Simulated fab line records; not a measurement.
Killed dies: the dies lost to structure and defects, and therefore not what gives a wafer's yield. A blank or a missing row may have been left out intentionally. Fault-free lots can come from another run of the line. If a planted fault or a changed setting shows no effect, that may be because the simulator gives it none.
Matching of chambers	flow n5Finfet	N5_BEOL_M5_CO_CAP_78 on cvdCo-02: 3 sister chambers
The step material Co, precursor CCTBA/H2, target thk 2 nm, time 102.1 s. 33 wafers are shown with their chamber, then 12 later ones without.

== WAFERS WITH THEIR CHAMBER ==
wafer	chamber	heaterPowerW (W)
L074.2	1	233
L074.3	2	254
L074.5	0	216
L076.1	2	250
L076.2	1	233
L076.5	0	213
L075.2	1	232
L075.3	2	257
L075.4	1	235
L077.1	1	232
L077.2	0	215
L077.3	2	251
L078.2	2	251
L078.3	1	234
L078.6	0	215
L079.1	1	233
L079.4	1	239
L079.5	0	218
L084.2	0	218
L084.3	2	248
L084.6	1	235
L085.1	0	223
L085.2	2	252
L085.3	1	232
L088.1	2	255
L088.4	2	248
L088.5	0	215
L086.3	0	218
L086.5	0	217
L086.6	2	249
L091.2	0	213
L091.3	1	234
L091.6	2	256

SIGNATURES (averages over the wafers above)
reading	chamber 0	chamber 1	chamber 2	scatter within a chamber
heaterPowerW	216.45	233.82	251.91	2.73
Rule: a wafer lies at a distance from a chamber equal to the root of the sum of squares, over the readings, of (its reading less the chamber's mean, divided by the reading's scatter). If the next closest chamber is less than 2 further off than the closest, the wafer can't be placed; otherwise it belongs to the closest. The scatter: take each reading less its chamber's mean, square it, sum over the shown wafers, divide by the number of wafers less the number of chambers, and take the root.

== WAFERS WHOSE CHAMBER IS MISSING ==
wafer	heaterPowerW (W)
L090.3	232
L090.4	216
L090.5	236
L092.1	222
L092.2	251
L092.5	215
L094.1	248
L094.2	212
L094.4	219
L096.2	235
L096.5	215
L096.6	234

== WHICH CHAMBER EACH ONE RAN IN ==
wafer	from the rows above	in truth
L090.3	1	1
L090.4	0	0
L090.5	1	1
L092.1	0	0
L092.2	2	2
L092.5	0	0
L094.1	2	2
L094.2	0	0
L094.4	0	0
L096.2	1	1
L096.5	0	0
L096.6	1	1
Correctly placed: 12 of 12. Left unplaced by these rows: 0. Wrongly placed: 0.
